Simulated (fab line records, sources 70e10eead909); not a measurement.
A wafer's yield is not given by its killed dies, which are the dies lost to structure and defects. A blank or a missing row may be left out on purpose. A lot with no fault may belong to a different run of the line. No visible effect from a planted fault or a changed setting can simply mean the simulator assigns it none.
Problem report, 8D (eight disciplines) form, completed by code || flow nand_harc || the parts of the form that need people (team, actions taken, sign-off) are left out

## 1. PROBLEM STATEMENT
cd_nm at NHARC_P_GATE_CD_MEAS_91 reads a mean of 2023.4 nm on 2 wafers of 2 lots; wafers without a fault read 1998.9 nm with a standard deviation of 2. That is +12 standard deviations from the usual mean.
The step: target cd 2000 nm.
First seen on wafer L193.1, day 9 14:59, on cd_sem-01. The record has a number at this step for 40 wafers belonging to 14 lots. The rule behind "out" and "out of limits": a value lying over 4 standard deviations away from the usual mean. Any other wafer with a number is counted as sound.

## 2. WHAT IT IS; WHAT IT IS NOT
{"question": "which readings at this step", "is": "cd_nm", "is not": "-"}
{"question": "which lots", "is": "L193, L197", "is not": "L176, L178, L179, L180, L182, L183, L184, L185, L186, L187, L188, L189"}
{"question": "which wafers of those lots", "is": "L193.1, L197.6", "is not": "L193.2, L197.5"}
{"question": "read on which gauges", "is": "cd_sem-01", "is not": "cd_sem-02, cd_sem-03"}
{"question": "when", "is": "from day 9 14:59", "is not": "up to then (37 sound wafers); but 1 sound wafer of L197 came after"}

## 3. THE SUSPECTS, EACH WITH WHAT RULES IT OUT
Counting: any tool at a process step up to the reading remains a suspect provided it ran every lot that is out. Sound lots after the first of them don't rule it out here, since some wafers of a struck lot are sound.
- the gauge at NHARC_P_GATE_CD_MEAS_91: kept. All the wafers that are out were read on cd_sem-01, and no step on other tools shows them out.
- krf_scanner-03 at NHARC_P_GATE_EXPOSE_88 (exposes mask P HVN, target cd 2000 nm): kept. It processed each lot that is out (first: L193, day 9 14:49); up to then, its last sound lot is L189 (day 8 18:22).
The count leaves cd_sem-01 at NHARC_P_GATE_CD_MEAS_91 and krf_scanner-03 at NHARC_P_GATE_EXPOSE_88.

## 4. THE CAUSE (what the simulator had put in)
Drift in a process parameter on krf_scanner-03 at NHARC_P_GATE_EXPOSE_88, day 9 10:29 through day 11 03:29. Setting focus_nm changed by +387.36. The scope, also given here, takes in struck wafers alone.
2 suspects survive the count, and this tool is in that group.

## 5. SEQUENCE OF EFFECTS, ordered by route
Rows list readings where the struck wafers' mean (over those with a number) sits beyond 3 standard deviations from the usual. Readings are gone through only where the record gives a usual standard deviation; hours: the median, over the lots, of the time from a lot's start at the first step in this table giving one to that lot's start at this step; sigmas: the change measured in usual standard deviations.
{"hours": 0, "step": "NHARC_P_GATE_CD_MEAS_91", "reading": "cd_nm", "usual": "1998.9 nm", "on struck wafers": 2023.4, "change": "+24.5", "sigmas": "+12"}

## 6. WHAT WOULD HAVE CAUGHT IT SOONER
4 hours passed between the start of the fault at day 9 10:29 and the first reading out of limits at a measuring or inspecting step in this record, taken at day 9 14:59.
Of the lots that are out (2), L197 began NHARC_P_GATE_EXPOSE_88 on krf_scanner-03 after day 9 14:59. Had the tool been put on hold then, it would have been spared.
